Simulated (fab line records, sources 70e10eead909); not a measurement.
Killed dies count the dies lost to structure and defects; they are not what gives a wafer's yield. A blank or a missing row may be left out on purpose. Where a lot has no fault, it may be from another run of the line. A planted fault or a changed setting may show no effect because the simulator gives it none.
2 desks, one fault | flow nand_harc | what lay behind the numbers comes last; until then each desk has only its own

== AT THE TOOL OWNER'S DESK: pecvd_onon-04 ==
The tool's own readings at NHARC_A_ONON_D2_DEP_06 (target thk 1000 nm): means of the sampled wafers that have a number, for each lot that ran on this tool. Marked OUT: a lot whose mean sits more than 4 standard deviations from the usual mean, which makes it out of limits; the brackets give that distance.
Columns: A = sih4_flow_sccm at NHARC_A_ONON_D2_DEP_06, usual 210.0 sccm
lot  | first seen here | A
L750 | day 15 05:34    | 211.0
L753 | day 16 07:25    | 209.9
L755 | day 16 22:32    | 210.0
L761 | day 19 10:29    | 209.8
L763 | day 20 09:58    | 209.6
L765 | day 21 08:53    | 209.6
This desk's verdict: no lot among the 6 shows anything out of limits.

== METROLOGY DESK ==
What the gauges read, lot by lot, whatever tool the lot ran on: means of the sampled wafers that have a number. Marked OUT: a lot whose mean sits more than 4 standard deviations from the usual mean, which makes it out of limits; the brackets give that distance.
Columns: A = thk_nm at NHARC_A_ONON_D2_THK_MEAS_08, usual 1003 nm
lot  | first seen here | A
L746 | day 13 10:46    | 1008
L750 | day 15 06:05    | 1007
L749 | day 15 06:06    | 1012
L753 | day 16 07:56    | 1669 (+67) OUT
L755 | day 16 23:02    | 1660 (+66) OUT
L756 | day 17 13:14    | 1006
L760 | day 19 10:47    | 998
L761 | day 19 11:00    | 1012
L763 | day 20 10:29    | 979
L765 | day 21 09:23    | 1015
L767 | day 21 19:40    | 1002
This desk's finding: out of limits on L753, L755; first on L753, day 16 07:56 (thk_nm at NHARC_A_ONON_D2_THK_MEAS_08). L746, L750, L749, L756, L760, L761, L763, L765, L767 stayed within limits.

== PUT TOGETHER ==
An alarm was possible from the metrology desk at day 16 07:56, on L753, L755.
The desk of the tool owner found nothing out of limits.
On record at the tool owner's desk: L753, L755, within its limits.
Of the lots named, all ran NHARC_A_ONON_D2_DEP_06 on pecvd_onon-04.

== WHAT WAS PUT IN BY THE SIMULATOR ==
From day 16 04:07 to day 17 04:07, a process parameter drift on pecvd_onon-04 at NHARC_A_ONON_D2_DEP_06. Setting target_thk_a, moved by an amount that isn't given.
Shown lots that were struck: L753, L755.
Delay in hours, fault start to first out-of-limits reading, per desk: metrology desk 4.
